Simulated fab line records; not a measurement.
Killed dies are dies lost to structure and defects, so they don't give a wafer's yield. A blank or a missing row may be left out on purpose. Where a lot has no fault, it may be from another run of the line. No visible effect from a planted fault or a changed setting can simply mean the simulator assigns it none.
fab line records	flow nand_harc
record lots=14	wafers=42	last_day=33
route steps=1302 shown A_BLC@1126 A_M0@1152 A_M1@1176
lots untouched by any fault: they come from a run of this same line in which no faults occurred
start_h: hours from the record's opening day to when the first of the lot's shown wafers began	wait_h: time in hours since the lot's previous step	" same as the row above	L1.1+2: a single row standing in for several wafers	- no value present, or no start provided	* or withheld: withheld	< > ~ a bound
route shown NAME@n: names a module that has steps shown in the file, with the first one's number in the route	usual: average and standard deviation across the fault-free wafers	same: alike in all rows	chamber/n: place in a boat	sites: readings site by site	_std_site: how widely they spread, as a standard deviation	_edge_site: the outer-site mean with the inner-site mean subtracted	radius_mm: how far each site lies from the wafer's centre	mask NAME#n: copy n	behind: tool/chamber where the wafer was last shaped	hold: why the lot was held/for how many hours/how that ended	device: names the non-switching transistor (n, p or np)	end of line: the tests these same wafers got at the end of their route	where a step has no rows: the recipe by itself	killed: at the first sort, the dies lost to defects and structure; wafer yield is something else	map: dies across one wafer; x = killed, . = not, _ = none there
set.NAME: the setting as run; set.NAME@STEP: as run at that earlier step	model.NAME: the simulator's own value behind a step, which no gauge read
route steps across a sampled set of lots; one table per step, one row per wafer
services: a tool's chamber out of use, with start hour (start_h, from the record's first day; less than 0 if before it), hours out, and reason
## steps
# step NHARC_A_BLC_STRIP_21
# recipe o2_flow_sccm=500	ar_flow_sccm=0	bias_w=0	chemistry=O2
# usual drypump_motor_current_A=5.9/0.58	oes_product_au=1.000/0.0099	rf_vpp_V=57.6/0.86	showerhead_plenum_p_Torr=3.43/0.099	throttle_valve_pct=17.037/0.0092
lot.wafer	tool	chamber	start_h	wait_h	drypump_motor_current_A	oes_product_au	rf_hours_counter_h	rf_vpp_V	showerhead_plenum_p_Torr	throttle_valve_pct
L538.2	rie_diel-06	1	530.38	0.1	6.3	0.996	2	57.5	3.29	17.054
L538.1	"	0	"	"	6.8	0.995	3	58.7	3.38	17.048
L538.5	"	1	"	"	6.2	0.986	-	57.8	3.29	17.050
L539.1	rie_diel-06	2	532.91	0.1	6.0	1.010	3	57.6	3.46	17.027
L539.4	"	1	"	"	6.3	0.996	3	56.9	3.29	17.032
L539.6	"	2	"	"	6.0	1.012	-	57.0	3.46	17.051
L542.1	rie_diel-08	1	543.96	0.1	6.5	1.002	15	57.2	3.39	17.070
L542.2	"	3	"	"	5.7	0.985	12	57.1	3.63	17.035
L542.6	"	1	"	"	6.5	0.997	-	56.5	3.39	17.017
L540.3	rie_diel-09	2	546.26	0.1	5.2	0.991	9	57.2	3.40	17.045
L540.2	"	3	"	"	5.6	1.004	11	58.3	3.59	17.053
L540.4	"	0	"	"	5.3	1.011	9	57.4	3.45	17.029
L541.3	rie_diel-08	1	554.93	0.1	6.5	0.995	0	58.4	3.39	17.037
L541.2	"	2	"	"	6.0	0.990	0	57.7	3.46	17.036
L541.1	"	3	"	"	5.7	0.986	0	58.4	3.63	17.037
L543.2	rie_diel-06	0	586.26	0.1	6.7	1.000	7	58.7	3.38	17.035
L543.5	"	2	"	"	6.0	1.013	-	57.5	3.46	17.039
L543.6	"	1	"	"	6.3	0.988	-	56.8	3.29	17.021
L552.3	rie_diel-09	2	663.73	0.1	5.2	0.979	48	57.9	3.38	17.043
L552.6	"	0	"	"	5.2	1.002	-	58.3	3.43	17.040
L552.5	"	1	"	"	6.0	0.994	-	57.8	3.61	17.025
L553.4	rie_diel-09	2	669.55	0.1	5.2	0.980	49	56.2	3.38	17.046
L553.2	"	0	"	"	5.2	1.001	50	57.9	3.43	17.045
L553.5	"	2	"	"	5.2	0.986	-	56.3	3.38	17.045
L554.2	rie_diel-09	0	690.85	0.1	5.2	1.003	0	56.2	3.43	17.036
L554.6	"	3	"	"	5.7	1.006	-	58.8	3.56	17.023
L554.5	"	0	"	"	5.2	1.000	-	57.8	3.43	17.032
L556.1	rie_diel-08	3	692.61	0.1	5.7	0.997	13	59.5	3.62	17.038
L556.4	"	1	"	"	6.5	0.996	13	57.6	3.38	17.020
L556.6	"	2	"	"	5.9	0.994	-	58.5	3.46	17.032
L557.4	rie_diel-08	0	721.59	0.1	5.1	0.999	16	58.5	3.42	17.042
L557.5	"	2	"	"	5.9	0.990	-	58.8	3.46	17.048
L557.6	"	3	"	"	5.7	0.994	-	59.0	3.62	17.049
L558.1	rie_diel-06	3	727.75	0.1	4.9	0.999	4	57.9	3.31	17.025
L558.3	"	2	"	"	6.0	1.002	5	58.2	3.46	17.037
L558.6	"	0	"	"	6.8	0.999	-	58.1	3.37	17.033
L560.1	rie_diel-08	2	739.74	0.1	6.0	1.008	0	56.9	3.46	17.045
L560.4	"	1	"	"	6.5	0.990	1	58.1	3.38	17.035
L560.6	"	3	"	"	5.7	1.000	-	58.1	3.62	17.022
L561.3	rie_diel-08	1	740.77	0.1	6.5	1.007	1	57.4	3.38	17.041
L561.4	"	2	"	"	5.9	1.009	0	57.1	3.46	17.046
L561.6	"	3	"	"	5.7	0.992	-	58.9	3.62	17.020
# step NHARC_A_BLC_CMP_25
# recipe t_overpolish_s=30	target_thk_nm=150
# usual motor_current_A=11.9/1.1	overpolish_run_s=30.001/0.0093	slurry_flow_ml_min=150.0/0.44	time_to_endpoint_s=31.0/2.8
lot.wafer	tool	chamber	start_h	wait_h	motor_current_A	overpolish_run_s	slurry_flow_ml_min	time_to_endpoint_s
L538.1	cmp-04	2	531.77	0.4	12.3	30.003	150.0	28.9
L538.2	"	1	"	"	13.2	29.994	149.8	32.2
L538.5	"	3	"	"	10.6	29.992	150.2	33.9
L539.4	cmp-02	1	534.31	0.3	10.9	30.002	149.7	34.7
L539.1	"	2	"	"	10.0	30.002	150.3	30.6
L539.6	"	2	"	"	11.4	30.000	150.4	31.4
L542.2	cmp-02	0	545.37	0.5	12.3	29.998	149.7	31.2
L542.1	"	2	"	"	10.7	30.014	149.7	29.8
L542.6	"	3	"	"	11.7	29.999	150.6	31.0
L540.4	cmp-02	0	547.66	0.3	13.0	30.002	149.5	32.9
L540.2	"	1	"	"	10.8	30.002	149.4	37.2
L540.3	"	2	"	"	10.9	29.998	149.9	34.7
L541.3	cmp-01	3	556.39	0.3	13.1	30.004	149.4	31.0
L541.2	"	0	"	"	13.0	29.988	149.3	28.4
L541.1	"	1	"	"	13.0	29.991	149.6	31.3
L543.2	cmp-04	3	587.73	0.5	10.1	30.004	149.7	27.2
L543.5	"	0	"	"	11.8	30.004	149.8	27.8
L543.6	"	1	"	"	13.2	30.005	150.4	26.6
L552.3	cmp-04	3	665.12	0.3	10.9	30.001	150.7	27.8
L552.6	"	3	"	"	10.4	30.004	150.4	30.3
L552.5	"	0	"	"	13.2	30.002	150.0	29.2
L553.2	cmp-01	2	670.95	0.4	11.4	30.012	149.7	31.4
L553.4	"	0	"	"	12.5	29.985	151.0	28.2
L553.5	"	1	"	"	12.9	30.017	149.6	27.9
L554.2	cmp-01	0	692.33	0.5	12.4	30.004	150.2	29.9
L554.5	"	1	"	"	12.7	30.003	150.1	30.5
L554.6	"	2	"	"	10.8	30.011	149.6	34.3
L556.4	cmp-02	0	694.02	0.2	12.8	30.015	149.8	32.2
L556.1	"	1	"	"	10.7	30.005	150.2	36.4
L556.6	"	1	"	"	10.5	29.985	149.3	38.7
L557.4	cmp-01	0	723.09	0.4	12.9	29.996	149.6	29.4
L557.6	"	1	"	"	13.4	30.010	150.3	30.1
L557.5	"	2	"	"	11.4	30.015	149.6	33.0
L558.1	cmp-02	1	729.59	0.8	10.1	30.017	149.6	30.6
L558.3	"	2	"	"	10.6	30.002	150.3	27.5
L558.6	"	2	"	"	11.2	30.014	150.8	26.6
L560.1	cmp-01	2	741.14	0.4	11.2	29.983	151.0	32.4
L560.4	"	1	"	"	12.3	29.994	150.3	26.7
L560.6	"	2	"	"	11.2	30.010	150.1	31.6
L561.4	cmp-01	3	742.20	0.4	14.6	30.016	149.4	29.3
L561.3	"	0	"	"	12.8	30.008	150.6	29.4
L561.6	"	2	"	"	11.1	30.010	149.8	31.8
# step NHARC_A_M0_ETCH_15
# recipe target_depth_a=1500	overetch_a=150	time_s=82.5	c4f8_flow_sccm=withheld	ar_flow_sccm=400	rf_w=600	bias_w=300	chemistry=C4F8/Ar
# usual oes_product_au=0.945/0.021	rf_fwd_power_W=595.4/1.8	rf_vpp_V=440.7/2.6
lot.wafer	tool	chamber	start_h	wait_h	oes_product_au	rf_fwd_power_W	rf_hours_counter_h	rf_vpp_V
L538.1	rie_diel-07	3	-	-	0.947	596.4	3.6	439.4
L538.2	"	0	"	"	0.945	593.0	3.4	436.6
L538.5	"	3	"	"	0.946	594.8	-	438.9
L539.1	rie_diel-07	2	-	-	0.941	594.5	3.5	438.7
L539.4	"	3	"	"	0.965	598.3	3.7	438.3
L539.6	"	1	"	"	0.961	597.7	-	441.0
L542.1	rie_diel-01	3	-	-	0.925	597.1	9.4	441.5
L542.2	"	0	"	"	0.926	597.7	9.0	438.7
L542.6	"	3	"	"	0.931	595.5	-	443.5
L540.4	rie_diel-05	0	-	-	0.973	592.1	7.1	442.0
L540.3	"	1	"	"	0.951	597.8	5.7	439.6
L540.2	"	3	"	"	0.949	596.6	6.8	442.6
L541.3	rie_diel-05	0	-	-	0.945	593.3	7.3	441.8
L541.2	"	2	"	"	0.937	597.6	6.5	441.9
L541.1	"	3	"	"	0.932	596.0	6.9	442.5
L543.2	rie_diel-07	0	-	-	0.949	594.9	6.9	436.5
L543.6	"	1	"	"	0.962	594.7	-	440.4
L543.5	"	2	"	"	0.978	591.7	-	436.1
L552.3	rie_diel-05	1	-	-	0.921	595.3	2.6	438.2
L552.6	"	1	"	"	0.921	594.8	-	439.5
L552.5	"	2	"	"	0.928	595.7	-	443.7
L553.2	rie_diel-01	3	-	-	0.930	597.5	7.3	442.5
L553.4	"	0	"	"	0.926	598.1	-	437.2
L553.5	"	1	"	"	0.953	597.1	-	444.9
L554.2	rie_diel-07	3	-	-	0.961	595.0	1.4	438.9
L554.5	"	2	"	"	0.949	592.6	-	436.2
L554.6	"	3	"	"	0.962	594.0	-	438.5
L556.4	rie_diel-05	2	-	-	0.981	592.1	3.7	442.3
L556.1	"	3	"	"	0.970	597.4	4.3	442.9
L556.6	"	3	"	"	0.963	597.4	-	442.5
L557.4	rie_diel-05	0	-	-	0.925	595.7	5.0	441.4
L557.6	"	1	"	"	0.916	597.4	-	437.7
L557.5	"	2	"	"	0.927	592.8	-	442.6
L558.1	rie_diel-07	1	-	-	0.944	595.0	4.6	439.7
L558.3	"	3	"	"	0.922	593.1	3.9	437.6
L558.6	"	0	"	"	0.923	595.9	-	438.7
L560.4	rie_diel-05	0	-	-	0.933	597.5	5.5	440.5
L560.1	"	1	"	"	0.940	594.7	5.1	439.3
L560.6	"	2	"	"	0.937	598.4	-	441.8
L561.3	rie_diel-05	3	-	-	0.918	600.2	5.9	444.6
L561.4	"	2	"	"	0.921	593.7	5.4	443.0
L561.6	"	3	"	"	0.930	598.5	-	443.3
# step NHARC_A_M1_EXPOSE_06
# recipe na=1.35	target_cd_nm=120	dose_mj=75.13	mask_id=A_M1
# usual exposure_dose_mJ_cm2=75.11/0.076
lot.wafer	tool	chamber	start_h	wait_h	mask	exposure_dose_mJ_cm2
L538.1	arfi_scanner-01	0	536.91	-	A_M1#0	75.13
L538.2	"	0	"	"	A_M1#0	75.06
L538.5	"	0	"	"	A_M1#0	75.08
L539.1	arfi_scanner-03	0	539.40	-	A_M1#0	75.10
L539.4	"	0	"	"	A_M1#0	75.07
L539.6	"	0	"	"	A_M1#0	75.16
L542.1	arfi_scanner-02	0	550.61	-	A_M1#0	75.01
L542.2	"	0	"	"	A_M1#0	75.15
L542.6	"	0	"	"	A_M1#0	75.22
L540.2	arfi_scanner-01	0	553.08	-	A_M1#0	75.07
L540.3	"	0	"	"	A_M1#0	75.19
L540.4	"	0	"	"	A_M1#0	75.07
L541.1	arfi_scanner-03	0	561.43	-	A_M1#0	75.09
L541.2	"	0	"	"	A_M1#0	75.16
L541.3	"	0	"	"	A_M1#0	75.17
L543.2	arfi_scanner-03	0	592.66	-	A_M1#0	75.15
L543.5	"	0	"	"	A_M1#0	75.06
L543.6	"	0	"	"	A_M1#0	75.14
L552.3	arfi_scanner-01	0	670.53	-	A_M1#0	54.24
L552.5	"	0	"	"	A_M1#0	54.35
L552.6	"	0	"	"	A_M1#0	54.23
L553.2	arfi_scanner-01	0	676.27	-	A_M1#0	58.37
L553.4	"	0	"	"	A_M1#0	58.29
L553.5	"	0	"	"	A_M1#0	58.39
L554.2	arfi_scanner-03	0	697.37	-	A_M1#0	75.20
L554.5	"	0	"	"	A_M1#0	75.22
L554.6	"	0	"	"	A_M1#0	75.07
L556.1	arfi_scanner-03	0	699.17	-	A_M1#0	75.12
L556.4	"	0	"	"	A_M1#0	75.04
L556.6	"	0	"	"	A_M1#0	75.21
L557.4	arfi_scanner-02	0	728.31	-	A_M1#0	75.03
L557.5	"	0	"	"	A_M1#0	75.22
L557.6	"	0	"	"	A_M1#0	75.14
L558.1	arfi_scanner-02	0	734.84	-	A_M1#0	75.26
L558.3	"	0	"	"	A_M1#0	75.18
L558.6	"	0	"	"	A_M1#0	75.19
L560.1	arfi_scanner-02	0	746.24	-	A_M1#0	75.06
L560.4	"	0	"	"	A_M1#0	75.00
L560.6	"	0	"	"	A_M1#0	74.98
L561.3	arfi_scanner-02	0	747.35	-	A_M1#0	75.20
L561.4	"	0	"	"	A_M1#0	75.11
L561.6	"	0	"	"	A_M1#0	75.01
# step NHARC_A_M1_CD_MEAS_09
# recipe target_cd_nm=120	landing_energy_ev=500
# usual cd_nm=119.9/0.59
lot.wafer	tool	chamber	start_h	wait_h	hold	cd_nm
L538.1	cd_sem-03	0	537.05	-	-	120.3
L538.2	"	0	"	"	-	120.4
L538.5	"	0	"	"	-	119.9
L539.1	cd_sem-03	0	539.54	-	-	119.2
L539.4	"	0	"	"	-	119.4
L539.6	"	0	"	"	-	120.6
L542.1	cd_sem-01	0	550.75	-	-	120.5
L542.2	"	0	"	"	-	121.3
L542.6	"	0	"	"	-	120.6
L540.2	cd_sem-02	0	553.22	-	-	120.2
L540.3	"	0	"	"	-	119.8
L540.4	"	0	"	"	-	120.4
L541.1	cd_sem-01	0	561.57	-	-	120.0
L541.2	"	0	"	"	-	120.7
L541.3	"	0	"	"	-	120.9
L543.2	cd_sem-01	0	592.80	-	-	119.8
L543.5	"	0	"	"	-	119.5
L543.6	"	0	"	"	-	120.2
L552.3	cd_sem-03	0	670.66	-	await_dispo/0.2h/release	101.4
L552.5	"	0	"	"	await_dispo/0.2h/release	101.4
L552.6	"	0	"	"	await_dispo/0.2h/release	100.5
L552.3	cd_sem-03	0	-	-	-	101.3
L552.5	"	0	"	"	-	101.3
L552.6	"	0	"	"	-	100.4
L553.2	cd_sem-03	0	676.41	-	await_dispo/0.2h/release	104.7
L553.4	"	0	"	"	await_dispo/0.2h/release	104.6
L553.5	"	0	"	"	await_dispo/0.2h/release	105.5
L553.2	cd_sem-03	0	-	-	-	104.3
L553.4	"	0	"	"	-	104.1
L553.5	"	0	"	"	-	105.0
L554.2	cd_sem-01	0	697.51	-	-	120.2
L554.5	"	0	"	"	-	119.8
L554.6	"	0	"	"	-	120.4
L556.1	cd_sem-02	0	699.31	-	-	119.6
L556.4	"	0	"	"	-	120.0
L556.6	"	0	"	"	-	120.3
L557.4	cd_sem-02	0	728.44	-	-	119.5
L557.5	"	0	"	"	-	120.1
L557.6	"	0	"	"	-	120.5
L558.1	cd_sem-03	0	734.98	-	-	119.0
L558.3	"	0	"	"	-	120.3
L558.6	"	0	"	"	-	119.4
L560.1	cd_sem-03	0	746.39	-	-	119.5
L560.4	"	0	"	"	-	119.6
L560.6	"	0	"	"	-	119.5
L561.3	cd_sem-02	0	747.49	-	-	119.1
L561.4	"	0	"	"	-	120.0
L561.6	"	0	"	"	-	119.8
## services
tool	chamber	start_h	hours	kind
cmp-02	-	507.38	12.0	repair
arfi_scanner-03	-	510.09	0.2	repair
cmp-02	-	526.51	4.0	pm
rie_diel-07	1	539.78	1.9	repair
arfi_scanner-03	-	540.00	4.0	pm
rie_diel-08	-	544.80	9.0	pm
cmp-01	-	558.87	1.4	repair
rie_diel-07	2	560.53	1.2	repair
cmp-01	-	564.31	5.2	repair
arfi_scanner-02	-	566.78	2.5	repair
arfi_scanner-03	-	577.89	0.9	repair
rie_diel-05	-	583.60	9.0	pm
rie_diel-07	1	583.97	4.8	repair
cmp-01	-	584.33	1.9	repair
cmp-01	-	590.08	4.0	pm
cmp-01	-	599.78	0.9	repair
rie_diel-07	1	616.88	4.2	repair
cmp-02	-	619.45	0.8	repair
cmp-02	-	624.51	4.0	pm
rie_diel-08	2	628.38	5.5	repair
rie_diel-07	-	648.35	9.0	pm
rie_diel-08	1	663.81	3.3	repair
cmp-01	-	688.08	4.0	pm
rie_diel-08	-	721.80	9.0	pm
## key
first_sign step=NHARC_A_M1_EXPOSE_06	reading=exposure_dose_mJ_cm2	direction=down	sigmas=99+	usual=75.11	struck=56.31
effect step=NHARC_A_M1_CD_MEAS_09	reading=visit	direction=added	through=control_loop
effect step=NHARC_A_M1_CD_MEAS_09	reading=cd_nm	direction=down	sigmas=28	usual=119.9	struck=103.0	through=control_loop
met_at NHARC_A_M1_EXPOSE_06
struck_lots L552,L553
sort_left_out L552.3,L552.5,L552.6,L553.2,L553.4,L553.5
loop_trim step=NHARC_A_M1_EXPOSE_06	setting=dose	lots=L553
not_acting_at NHARC_A_BLC_STRIP_21,NHARC_A_BLC_CMP_25,NHARC_A_M0_ETCH_15
onset_between 553.08 670.53
fault kind=process_parameter_drift	tool=arfi_scanner-01	chamber=-	onset_h=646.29	steps=NHARC_A_M1_EXPOSE_06	channel=dose_mj	offset=-20.871	shape=step	acts_in=these_recipes_only	stated=75.13
# sort_left_out: the simulated sort isn't trusted on such a fault, so these wafers' sort isn't shown, and their yield isn't known
# loop_trim: a control loop set the setting to another value than it would have without faults
